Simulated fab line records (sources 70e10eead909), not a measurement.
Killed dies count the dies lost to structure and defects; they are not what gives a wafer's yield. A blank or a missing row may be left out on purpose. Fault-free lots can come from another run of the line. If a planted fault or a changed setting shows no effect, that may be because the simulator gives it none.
A single fault, viewed from 2 desks + flow nand harc + only its own numbers are on each desk; what lay behind them is given at the end

FROM THE METROLOGY DESK
Lot by lot, what the gauges showed, no matter which tool ran the lot: averages of those sampled wafers that carry a number. Any lot whose mean is over 4 standard deviations away from the usual mean is out of limits and marked OUT; that distance is given in the brackets.
Columns: A = thk nm at NHARC_A_ONON_D2_THK_MEAS_11, usual 999 nm; B = cd nm at NHARC_A_CHANNEL_HOLE_D2_CD_MEAS_10, usual 99.8 nm; C = cd nm at NHARC_A_CHANNEL_HOLE_D2_CD_MEAS_18, usual 99.2 nm; D = cd nm at NHARC_A_CHANNEL_HOLE_D2_CD_MEAS_31, usual 89.6 nm
| lot  | first seen here | A    | B              | C               | D              |
|------|-----------------|------|----------------|-----------------|----------------|
| L789 | day 13 20:31    | 1006 | 100.3          | 100.9           | 90.6           |
| L791 | day 14 01:22    | 991  | 100.1          | 99.9            | 90.7           |
| L792 | day 14 01:22    | 993  | 99.9           | 101.1           | 88.7           |
| L793 | day 14 19:44    | 985  | 100.0          | 99.9            | 90.1           |
| L798 | day 17 04:12    | 1015 | 99.4           | 96.8            | 88.2           |
| L800 | day 18 05:52    | 995  | 99.2           | 96.1            | 88.9           |
| L802 | day 18 12:39    | 990  | 82.2 (-43) OUT | 83.4 (-9.3) OUT | 73.2 (-17) OUT |
| L803 | day 19 10:42    | 1006 | 85.4 (-35) OUT | 85.8 (-7.9) OUT | 75.2 (-15) OUT |
| L809 | day 21 08:52    | 1012 | 100.4          | 99.8            | 91.2           |
| L810 | day 22 13:59    | 999  | 100.1          | 99.4            | 90.2           |
This desk's finding: out of limits on L802, L803; first on L802, day 19 09:14 (cd nm at NHARC_A_CHANNEL_HOLE_D2_CD_MEAS_10). Within limits: L789, L791, L792, L793, L798, L800, L809, L810.

FOR THE TOOL OWNER'S DESK: litho track-04
The tool's own readings at NHARC_A_CHANNEL_HOLE_D2_PEB_08 (peb time 65 s): means of the sampled wafers that have a number, for each lot that ran on this tool. Any lot whose mean is over 4 standard deviations away from the usual mean is out of limits and marked OUT; that distance is given in the brackets.
Columns: A = heater power total W at NHARC_A_CHANNEL_HOLE_D2_PEB_08, usual 156.6 W
| lot  | first seen here | A                       |
|------|-----------------|-------------------------|
| L791 | day 14 17:35    | 156.7                   |
| L793 | day 15 11:45    | 156.6                   |
| L798 | day 17 20:09    | 156.3                   |
| L800 | day 18 21:23    | 156.0                   |
| L802 | day 19 09:09    | 212.7 (+99 or more) OUT |
| L803 | day 20 03:26    | 212.7 (+99 or more) OUT |
| L810 | day 23 04:02    | 156.8                   |
This desk's finding: out of limits on L802, L803; first on L802, day 19 09:09 (heater power total W at NHARC_A_CHANNEL_HOLE_D2_PEB_08). Within limits: L791, L793, L798, L800, L810.

TAKEN TOGETHER
The tool owner's desk could have raised an alarm at day 19 09:09, on L802, L803.
An alarm was possible from the metrology desk at day 19 09:14, on L802, L803.
All the named lots went through NHARC_A_CHANNEL_HOLE_D2_PEB_08 on litho track-04.

WHAT WAS PUT IN BY THE SIMULATOR
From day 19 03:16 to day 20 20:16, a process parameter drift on litho track-04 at NHARC_A_CHANNEL_HOLE_D2_PEB_08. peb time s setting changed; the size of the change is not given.
Lots struck among those shown: L802, L803.
Counting hours from when the fault started, the first reading out of limits came at 6 for the tool owner's desk and at 6 for the metrology desk.
